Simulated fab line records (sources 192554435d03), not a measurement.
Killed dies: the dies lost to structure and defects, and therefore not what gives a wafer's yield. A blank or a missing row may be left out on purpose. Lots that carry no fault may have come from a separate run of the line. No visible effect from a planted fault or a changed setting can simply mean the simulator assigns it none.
fab line records	flow n5Finfet	part 1 of 2: steps 1 to 42 of 44
record lots=6	wafers=18	lastDay=17
route steps=1938 shown WELL_APT@21 PMOS_HMC_CHANNEL_EPI@57 BEOL_M4@1111 PASSIVATION@1936
lots with no fault: from the same line, run without faults
startH: the number of hours between the record's first day and the start of the first shown wafer of the lot	waitH: hours elapsed since this lot's preceding step	" same as the row above	L1.1+2: a row that stands for several wafers	- no value present, or no start provided	* or withheld: withheld	< > ~ a bound
route shown NAME@n: a module of which the file shows steps, and the number in the route of the first	usual: mean/standard deviation taken from wafers without a fault	same: alike in all rows	chamber/n: place in a boat	sites: each site's reading	_std_site: the values' standard deviation	_edge_site: outer sites' mean less inner sites'	radiusMm: how far each site lies from the wafer's centre	mask NAME#n: copy n	behind: tool/chamber where the wafer was last shaped	hold: the reason the lot was held/the length of the hold in hours/how it ended	device: the n, p or np transistor that did not switch	end of line: the same wafers' tests at the end of the route	a step given without rows: its recipe and nothing more	killed: dies lost to structure and defects at the first sort, not the wafer's yield	map: dies across one wafer; x = killed, . = not, _ = none there
set.NAME: the run value of the setting; set.NAME@STEP: its run value at that earlier step	model.NAME: the simulator's own value behind a step, which no gauge read
lots at selected steps of the route; one table per step, one row per wafer
services: a tool's chamber out of use, with start hour (startH, from the record's first day; less than 0 if before it), hours out, and reason
## steps
# step N5_WELL_APT_COAT_02
# recipe spinRpm=1357	resistThkNm=950
# step N5_WELL_APT_EBR_04
# recipe solvent=PGMEA	ebrWidthMm=1.5
# step N5_WELL_APT_SOFTBAKE_03
# recipe tempC=130	timeS=60
# step N5_WELL_APT_EXPOSE_05
# recipe maskId=NWELL	na=0.8	sourceShape=conventional	sigmaOuter=0.8	polarization=unpolarized	defocusNm=0	targetCdNm=200	doseMj=20.3
# step N5_WELL_APT_PEB_06
# recipe pebTempC=130	pebTimeS=90
# step N5_WELL_APT_DEVELOP_07
# recipe developTimeS=45	rinseLiquid=surfactantRinse	dry=airSpin	devTempC=21
# step N5_WELL_APT_HARDBAKE_12
# recipe tempC=130	timeS=120
# step N5_WELL_APT_CD_MEAS_08
# recipe targetCdNm=200	landingEnergyEv=500	detector=seInlens
# usual cdNm=199.9/1.6
# same landingEnergyEv=500
lot.wafer	tool	chamber	startH	waitH	cdNm
L528.1	cdSem-03	0	19.69	-	203.4
L528.2	"	0	"	"	201.7
L528.6	"	0	"	"	200.5
L529.1	cdSem-03	0	25.73	-	201.6
L529.4	"	0	"	"	198.7
L529.6	"	0	"	"	198.8
L530.1	cdSem-03	0	31.75	-	198.5
L530.3	"	0	"	"	197.6
L530.6	"	0	"	"	198.6
L535.3	cdSem-02	0	61.85	-	200.6
L535.5	"	0	"	"	201.5
L535.6	"	0	"	"	201.3
L547.1	cdSem-02	0	133.93	-	198.2
L547.3	"	0	"	"	200.2
L547.6	"	0	"	"	201.9
L549.3	cdSem-03	0	145.69	-	199.5
L549.5	"	0	"	"	200.8
L549.6	"	0	"	"	200.1
# step N5_WELL_APT_OVL_MEAS_09
# recipe pointsPerWafer=44
# usual NWELL_OVL=1/4.7
lot.wafer	tool	chamber	startH	waitH	NWELL_OVL[nm]
L528.1	overlay-01	0	19.72	0.0	2
L528.2	"	0	"	"	4
L528.6	"	0	"	"	5
L529.1	overlay-01	0	25.76	0.0	-2
L529.4	"	0	"	"	-6
L529.6	"	0	"	"	0
L530.1	overlay-01	0	31.79	0.0	2
L530.3	"	0	"	"	5
L530.6	"	0	"	"	-6
L535.3	overlay-02	0	61.88	0.0	4
L535.5	"	0	"	"	3
L535.6	"	0	"	"	3
L547.1	overlay-02	0	133.96	0.0	4
L547.3	"	0	"	"	1
L547.6	"	0	"	"	-2
L549.3	overlay-02	0	145.72	0.0	-5
L549.5	"	0	"	"	-1
L549.6	"	0	"	"	6
# step N5_WELL_APT_INSPECT_10
# recipe mode=adi	inspectInstrument=macro
# usual rawDefectCount=2.1/1.4
lot.wafer	tool	chamber	startH	waitH	rawDefectCount
L528.1	defectInspect-01	-	19.74	0.0	1
L528.2	"	-	"	"	2
L528.6	"	-	"	"	3
L529.1	defectInspect-02	-	25.79	0.0	2
L529.4	"	-	"	"	1
L529.6	"	-	"	"	0
L530.1	defectInspect-02	-	31.81	0.0	6
L530.3	"	-	"	"	4
L530.6	"	-	"	"	2
L535.3	defectInspect-01	-	61.91	0.0	2
L535.5	"	-	"	"	1
L535.6	"	-	"	"	1
L547.1	defectInspect-02	-	133.98	0.0	2
L547.3	"	-	"	"	2
L547.6	"	-	"	"	2
L549.3	defectInspect-02	-	145.74	0.0	4
L549.5	"	-	"	"	1
L549.6	"	-	"	"	2
# step N5_WELL_APT_DESCUM_13
# recipe chemistry=O2	timeS=7.9	sourcePowerW=50	biasPowerW=20	pressureMtorr=20	rfFrequencyHz=2.712e+07	tempC=40	o2FlowSccm=225
# usual drypumpMotorCurrentA=5.7/0.43	oesProductAu=0.80/0.086	rfVppV=243.3/1.1	showerheadPlenumPTorr=2.10/0.057	throttleValvePct=20.52/0.2
lot.wafer	tool	chamber	startH	waitH	drypumpMotorCurrentA	oesProductAu	rfHoursCounterH	rfVppV	showerheadPlenumPTorr	throttleValvePct
L528.1	rieDiel-05	2	19.78	0.0	5.3	0.98	4	244.6	2.16	20.39
L528.2	"	0	"	"	5.9	0.87	41	242.9	2.13	20.58
L528.6	"	0	"	"	5.9	0.86	-	244.1	2.13	20.59
L529.1	rieDiel-02	1	25.82	0.0	6.3	0.73	179	242.9	2.06	20.46
L529.4	"	3	"	"	5.4	0.77	119	242.7	2.08	20.40
L529.6	"	2	"	"	6.3	0.68	-	241.4	1.99	20.61
L530.1	rieDiel-05	2	31.84	0.0	5.3	0.96	8	243.7	2.16	20.40
L530.3	"	1	"	"	5.7	0.79	122	242.5	2.13	20.62
L530.6	"	0	"	"	5.9	0.87	-	244.3	2.13	20.60
L535.3	rieDiel-02	2	62.41	0.5	6.3	0.68	236	243.0	1.98	20.63
L535.5	"	2	"	"	6.3	0.68	-	240.1	1.98	20.63
L535.6	"	3	"	"	5.4	0.76	-	243.3	2.08	20.41
L547.1	rieDiel-01	0	134.02	0.0	5.1	0.78	108	242.2	2.10	20.37
L547.3	"	2	"	"	5.3	0.77	144	242.5	2.03	20.85
L547.6	"	2	"	"	5.3	0.78	-	241.6	2.03	20.82
L549.3	rieDiel-05	3	145.88	0.1	6.3	0.81	109	242.4	2.09	20.26
L549.5	"	1	"	"	5.7	0.76	-	243.4	2.11	20.66
L549.6	"	0	"	"	5.9	0.81	-	244.8	2.12	20.65
# step N5_WELL_APT_IMPLANT_14
# recipe species=P	energyKev=160	doseCm2=1.5e+13	tiltDeg=0	rotationDeg=0
# step N5_WELL_APT_IMPLANT_15
# recipe species=As	energyKev=25	doseCm2=1.5e+13	tiltDeg=0	rotationDeg=0
# usual doseIonsCm2=1.4995e+13/1.8e+10	faradayCurrentUA=190/3.9	rotationDeg=0.008/0.022	tiltDeg=0.000/0.023
lot.wafer	tool	chamber	startH	waitH	doseIonsCm2	faradayCurrentUA	rotationDeg	tiltDeg
L528.1	implanter-01	0	20.05	0.1	1.5007e+13	188	0.004	0.027
L528.2	"	0	"	"	1.4996e+13	194	0.000	0.036
L528.6	"	0	"	"	1.5004e+13	186	0.004	0.023
L529.1	implanter-02	0	26.10	0.1	1.4996e+13	190	-0.005	-0.004
L529.4	"	0	"	"	1.5006e+13	188	-0.006	-0.001
L529.6	"	0	"	"	1.5008e+13	193	-0.009	-0.012
L530.1	implanter-01	0	32.12	0.1	1.4998e+13	187	-0.009	-0.006
L530.3	"	0	"	"	1.4997e+13	188	-0.027	0.017
L530.6	"	0	"	"	1.4989e+13	187	-0.002	0.004
L535.3	implanter-01	0	62.75	0.1	1.4972e+13	193	-0.052	0.020
L535.5	"	0	"	"	1.4991e+13	193	-0.005	0.025
L535.6	"	0	"	"	1.4979e+13	190	-0.010	0.008
L547.1	implanter-02	0	134.30	0.1	2.0208e+13	250	0.022	0.008
L547.3	"	0	"	"	2.0215e+13	254	0.022	-0.003
L547.6	"	0	"	"	2.0221e+13	264	0.016	0.009
L549.3	implanter-02	0	146.22	0.1	2.0217e+13	256	0.001	-0.015
L549.5	"	0	"	"	2.0203e+13	268	0.033	-0.019
L549.6	"	0	"	"	2.0264e+13	256	-0.014	-0.015
# step N5_WELL_APT_STRIP_16
# recipe chemistry=SPM	timeS=900	tempC=130	h2so4H2o2VolRatio=4	dry=ipaMarangoni
# step N5_WELL_APT_HMDS_18
# recipe timeS=60	tempC=120
# step N5_WELL_APT_COAT_19
# recipe spinRpm=1357	resistThkNm=950
# step N5_WELL_APT_EBR_21
# recipe solvent=PGMEA	ebrWidthMm=1.5
# step N5_WELL_APT_SOFTBAKE_20
# recipe tempC=130	timeS=60
# step N5_WELL_APT_EXPOSE_22
# recipe maskId=PWELL	na=0.8	sourceShape=conventional	sigmaOuter=0.8	polarization=unpolarized	defocusNm=0	targetCdNm=200	doseMj=23.2
# step N5_WELL_APT_PEB_23
# recipe pebTempC=130	pebTimeS=90
# step N5_WELL_APT_DEVELOP_24
# recipe developTimeS=45	rinseLiquid=surfactantRinse	dry=airSpin	devTempC=21
# step N5_WELL_APT_HARDBAKE_29
# recipe tempC=130	timeS=120
# step N5_WELL_APT_CD_MEAS_25
# recipe targetCdNm=200	landingEnergyEv=500	detector=seInlens
# usual cdNm=198.4/1.7
# same landingEnergyEv=500
lot.wafer	tool	chamber	startH	waitH	cdNm
L528.1	cdSem-02	0	20.81	-	199.8
L528.2	"	0	"	"	197.7
L528.6	"	0	"	"	197.0
L529.1	cdSem-02	0	26.87	-	200.8
L529.4	"	0	"	"	200.0
L529.6	"	0	"	"	198.3
L530.1	cdSem-02	0	33.00	-	199.4
L530.3	"	0	"	"	198.8
L530.6	"	0	"	"	198.8
L535.3	cdSem-01	0	63.45	-	196.3
L535.5	"	0	"	"	198.5
L535.6	"	0	"	"	198.1
L547.1	cdSem-03	0	135.20	-	193.3
L547.3	"	0	"	"	195.5
L547.6	"	0	"	"	196.7
L549.3	cdSem-03	0	147.04	-	200.2
L549.5	"	0	"	"	198.8
L549.6	"	0	"	"	198.9
# step N5_WELL_APT_OVL_MEAS_26
# recipe pointsPerWafer=44
# usual PWELL_OVL=3/6
lot.wafer	tool	chamber	startH	waitH	PWELL_OVL[nm]
L528.1	overlay-02	0	20.84	0.0	5
L528.2	"	0	"	"	-5
L528.6	"	0	"	"	-9
L529.1	overlay-02	0	26.90	0.0	14
L529.4	"	0	"	"	-6
L529.6	"	0	"	"	-4
L530.1	overlay-01	0	33.03	0.0	2
L530.3	"	0	"	"	0
L530.6	"	0	"	"	7
L535.3	overlay-01	0	63.47	0.0	-8
L535.5	"	0	"	"	0
L535.6	"	0	"	"	1
L547.1	overlay-01	0	135.23	0.0	5
L547.3	"	0	"	"	5
L547.6	"	0	"	"	11
L549.3	overlay-01	0	147.07	0.0	7
L549.5	"	0	"	"	13
L549.6	"	0	"	"	6
# step N5_WELL_APT_INSPECT_27
# recipe mode=adi	inspectInstrument=macro
# usual rawDefectCount=2.1/1.6
lot.wafer	tool	chamber	startH	waitH	rawDefectCount
L528.1	defectInspect-02	-	20.87	0.0	1
L528.2	"	-	"	"	3
L528.6	"	-	"	"	4
L529.1	defectInspect-01	-	26.93	0.0	3
L529.4	"	-	"	"	4
L529.6	"	-	"	"	1
L530.1	defectInspect-01	-	33.05	0.0	1
L530.3	"	-	"	"	2
L530.6	"	-	"	"	4
L535.3	defectInspect-02	-	63.50	0.0	1
L535.5	"	-	"	"	2
L535.6	"	-	"	"	2
L547.1	defectInspect-01	-	135.25	0.0	0
L547.3	"	-	"	"	2
L547.6	"	-	"	"	1
L549.3	defectInspect-01	-	147.10	0.0	6
L549.5	"	-	"	"	4
L549.6	"	-	"	"	1
# step N5_WELL_APT_DESCUM_30
# recipe chemistry=O2	timeS=7.9	sourcePowerW=50	biasPowerW=20	pressureMtorr=20	rfFrequencyHz=2.712e+07	tempC=40	o2FlowSccm=225
# usual drypumpMotorCurrentA=5.6/0.45	oesProductAu=0.80/0.081	rfVppV=243.4/1.2	showerheadPlenumPTorr=2.11/0.056	throttleValvePct=20.53/0.23
lot.wafer	tool	chamber	startH	waitH	drypumpMotorCurrentA	oesProductAu	rfHoursCounterH	rfVppV	showerheadPlenumPTorr	throttleValvePct
L528.1	rieDiel-02	3	20.90	0.0	5.4	0.78	118	243.0	2.08	20.40
L528.2	"	0	"	"	5.9	0.98	4	244.9	2.16	20.42
L528.6	"	1	"	"	6.3	0.75	-	243.9	2.06	20.45
L529.1	rieDiel-01	1	26.96	0.0	5.3	0.73	178	244.8	2.19	20.84
L529.4	"	0	"	"	5.1	0.83	-	242.6	2.11	20.28
L529.6	"	1	"	"	5.3	0.73	-	244.6	2.19	20.84
L530.1	rieDiel-05	2	33.09	0.0	5.3	0.96	9	244.0	2.16	20.39
L530.3	"	3	"	"	6.3	0.85	66	242.6	2.10	20.19
L530.6	"	1	"	"	5.7	0.79	-	242.9	2.13	20.59
L535.3	rieDiel-02	0	63.53	0.0	5.9	0.94	14	244.3	2.16	20.44
L535.5	"	3	"	"	5.4	0.76	-	241.7	2.08	20.42
L535.6	"	2	"	"	6.3	0.67	-	240.7	1.98	20.64
L547.1	rieDiel-01	2	135.37	0.1	5.3	0.78	145	240.7	2.03	20.83
L547.3	"	3	"	"	6.1	0.91	36	244.2	2.14	20.19
L547.6	"	0	"	"	5.1	0.78	-	243.0	2.10	20.37
L549.3	rieDiel-02	1	147.13	0.0	6.3	0.72	214	243.0	2.05	20.53
L549.5	"	3	"	"	5.4	0.75	-	244.1	2.07	20.46
L549.6	"	2	"	"	6.3	0.92	-	246.3	2.24	20.36
# step N5_WELL_APT_IMPLANT_31
# recipe species=B	energyKev=60	doseCm2=1.5e+13	tiltDeg=0	rotationDeg=0
# step N5_WELL_APT_IMPLANT_32
# recipe species=BF2	energyKev=50	doseCm2=2e+13	tiltDeg=0	rotationDeg=0
# step N5_WELL_APT_STRIP_33
# recipe chemistry=SPM	timeS=900	tempC=130	h2so4H2o2VolRatio=4	dry=ipaMarangoni
# step N5_WELL_APT_RTA_34
# recipe tempC=1000	timeS=10	ambient=N2	idleTempC=600	rampUpCPerS=150	rampDownCPerS=60	coolToC=600
# usual lampPowerPct=13.00/0.053	lamp_zone_4_pct=12.995/0.027	wafer_temp_C_max=1003.7/1.2
lot.wafer	tool	chamber	startH	waitH	lampPowerPct	lamp_zone_4_pct	wafer_temp_C_max
L528.1	rtpAnneal-02	0	21.68	0.0	13.02	13.009	1002.4
L528.2	"	0	"	"	13.01	13.030	1003.5
L528.6	"	0	"	"	12.95	13.019	1003.6
L529.1	rtpAnneal-02	0	27.75	0.0	13.14	12.993	1002.4
L529.4	"	0	"	"	13.00	12.965	1002.2
L529.6	"	0	"	"	13.00	13.025	1004.4
L530.1	rtpAnneal-01	0	33.88	0.1	13.00	13.002	1005.0
L530.3	"	0	"	"	13.06	12.987	1002.6
L530.6	"	0	"	"	12.99	13.008	1006.4
L535.3	rtpAnneal-02	0	64.33	0.1	13.03	13.013	1003.0
L535.5	"	0	"	"	12.99	13.030	1006.2
L535.6	"	0	"	"	13.01	12.979	1004.1
L547.1	rtpAnneal-02	0	136.15	0.0	13.07	12.987	1004.7
L547.3	"	0	"	"	13.09	13.032	1001.5
L547.6	"	0	"	"	12.89	13.020	1004.6
L549.3	rtpAnneal-02	0	147.95	0.1	13.11	12.999	1004.4
L549.5	"	0	"	"	13.05	12.990	1002.9
L549.6	"	0	"	"	13.09	12.995	1002.3
# step N5_WELL_APT_OXIDE_STRIP_42
# recipe chemistry=dHF	dilution=25:1	timeS=45	tempC=25	target=SiO2	targetDepthA=120
# step N5_WELL_APT_PRECLEAN_36
# recipe chemistry=O3/DIW	timeS=45	tempC=22	o3Ppm=10
# step N5_WELL_APT_PRECLEAN_39
# recipe chemistry=dHF	timeS=60	dilution=150:1	tempC=25
# step N5_WELL_APT_SRD_37
# recipe dry=ipaMarangoni	doPpb=5	timeS=30	tempC=23	rinseLiquid=diw
# step N5_WELL_APT_EPI_41
# recipe material=Si	targetThkA=500	tempC=650	precursor=SiH4/H2	pressureTorr=20	timeS=297.7
# usual chamberPressureTorr=20.00/0.037	lampInnerPct=12.7/0.42	throttleValvePct=11.2/0.51
lot.wafer	tool	chamber	startH	waitH	chamberPressureTorr	lampInnerPct	throttleValvePct
L528.1	epiRpcvd-03	0	21.92	0.0	20.02	12.3	11.1
L528.2	"	0	"	"	20.00	12.4	11.5
L528.6	"	0	"	"	20.05	12.4	11.8
L529.1	epiRpcvd-02	0	28.01	0.0	20.06	13.5	10.4
L529.4	"	0	"	"	20.07	13.5	10.5
L529.6	"	0	"	"	20.02	13.5	10.3
L530.1	epiRpcvd-01	0	34.12	0.0	19.96	12.5	11.5
L530.3	"	0	"	"	19.97	12.5	11.5
L530.6	"	0	"	"	20.06	12.5	11.7
L535.3	epiRpcvd-01	0	64.73	0.2	20.01	12.5	11.5
L535.5	"	0	"	"	20.07	12.4	11.4
L535.6	"	0	"	"	20.04	12.5	11.3
L547.1	epiRpcvd-03	0	136.40	0.0	20.06	12.4	11.3
L547.3	"	0	"	"	20.01	12.5	11.4
L547.6	"	0	"	"	20.01	12.5	11.3
L549.3	epiRpcvd-02	0	148.37	0.2	19.98	13.4	10.3
L549.5	"	0	"	"	20.02	13.4	10.4
L549.6	"	0	"	"	20.00	13.5	10.1
# step N5_WELL_APT_INSPECT_38
# recipe inspectInstrument=darkfield	mode=postEpi
# usual rawDefectCount=14/4.9
lot.wafer	tool	chamber	startH	waitH	rawDefectCount
L528.1	defectInspect-02	-	22.76	0.7	13
L528.2	"	-	"	"	21
L528.6	"	-	"	"	17
L529.1	defectInspect-01	-	28.64	0.5	15
L529.4	"	-	"	"	12
L529.6	"	-	"	"	10
L530.1	defectInspect-02	-	34.75	0.5	14
L530.3	"	-	"	"	13
L530.6	"	-	"	"	17
L535.3	defectInspect-01	-	65.17	0.3	6
L535.5	"	-	"	"	11
L535.6	"	-	"	"	15
L547.1	defectInspect-01	-	137.03	0.5	29
L547.3	"	-	"	"	20
L547.6	"	-	"	"	19
L549.3	defectInspect-02	-	148.81	0.3	13
L549.5	"	-	"	"	20
L549.6	"	-	"	"	13
# step N5_PMOS_HMC_CHANNEL_EPI_HM_DEP_34
# recipe material=SiO2	targetThkA=360	tempC=400	precursor=TEOS/O2	pressureTorr=6.5	rfW=900	teosFlowSccm=161.4	gas=O2	flowSccm=2650	timeS=6.9
# usual chamberPressureTorr=6.501/0.014	heaterPowerW=615/130	showerheadPlenumPTorr=8.35/0.046	throttleValvePct=19.0/1.1
lot.wafer	tool	chamber	startH	waitH	chamberPressureTorr	heaterPowerW	showerheadPlenumPTorr	throttleValvePct
L528.1	pecvd-04	2	22.80	0.0	6.468	683	8.44	17.2
L528.2	"	1	"	"	6.512	631	8.29	19.0
L528.6	"	0	"	"	6.511	765	8.33	19.3
L529.1	pecvd-02	1	28.68	0.0	6.495	698	8.38	19.4
L529.4	"	0	"	"	6.506	540	8.38	18.3
L529.6	"	0	"	"	6.495	543	8.38	18.5
L530.1	pecvd-01	1	34.79	0.0	6.507	550	8.38	20.6
L530.3	"	2	"	"	6.496	494	8.37	18.2
L530.6	"	2	"	"	6.516	490	8.38	18.3
L535.3	pecvd-04	1	65.20	0.0	6.493	661	8.27	18.6
L535.5	"	2	"	"	6.507	710	8.39	17.4
L535.6	"	0	"	"	6.501	835	8.33	19.6
L547.1	pecvd-01	0	137.07	0.0	6.511	360	8.31	19.6
L547.3	"	1	"	"	6.498	570	8.40	21.0
L547.6	"	1	"	"	6.497	566	8.38	20.8
L549.3	pecvd-01	1	148.84	0.0	6.516	491	8.39	21.0
L549.5	"	2	"	"	6.477	486	8.38	18.7
L549.6	"	0	"	"	6.508	411	8.31	19.9
# step N5_PMOS_HMC_CHANNEL_EPI_COAT_31
# recipe resist=BARC	tempC=205	timeS=60	spinRpm=1500	resistThkNm=66
# step N5_PMOS_HMC_CHANNEL_EPI_COAT_03
# recipe resist=CAR-ArF-block	spinRpm=1500	resistThkNm=205
# step N5_PMOS_HMC_CHANNEL_EPI_EBR_05
# recipe solvent=PGMEA	ebrWidthMm=1.5
# step N5_PMOS_HMC_CHANNEL_EPI_SOFTBAKE_04
# recipe tempC=110	timeS=60	resist=CAR-ArF-block
# step N5_PMOS_HMC_CHANNEL_EPI_EXPOSE_06
# recipe maskId=PMOS_HMC_BLK	na=1.35	sourceShape=conventional	sigmaOuter=0.8	polarization=unpolarized	targetCdNm=240	doseMj=41
## key
firstSign step=N5_WELL_APT_IMPLANT_15	reading=doseIonsCm2	direction=up	sigmas=99+	usual=1.4995e+13	struck=2.0221e+13
effect step=N5_WELL_APT_IMPLANT_15	reading=faradayCurrentUA	direction=up	sigmas=17	usual=190	struck=258
effect step=N5_BEOL_M4_RC_MEAS_101	reading=CJ_P	direction=up	sigmas=5.8	usual=5.74	struck=6.67
metAt N5_WELL_APT_IMPLANT_15
struckWafers L547.1,L547.3,L547.6,L549.3,L549.5,L549.6
rowsEnd L547.6,L549.3,L549.6
onsetBetween 26.10 134.30
fault kind=processParameterDrift	tool=implanter-02	chamber=-	onsetH=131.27	steps=N5_WELL_APT_IMPLANT_15	channel=doseCm2	offset=5.2325e+12	shape=step	actsIn=theseRecipesOnly	stated=1.5e+13
# rowsEnd: these wafers met a further fault down the route, and their rows from its step on are left out
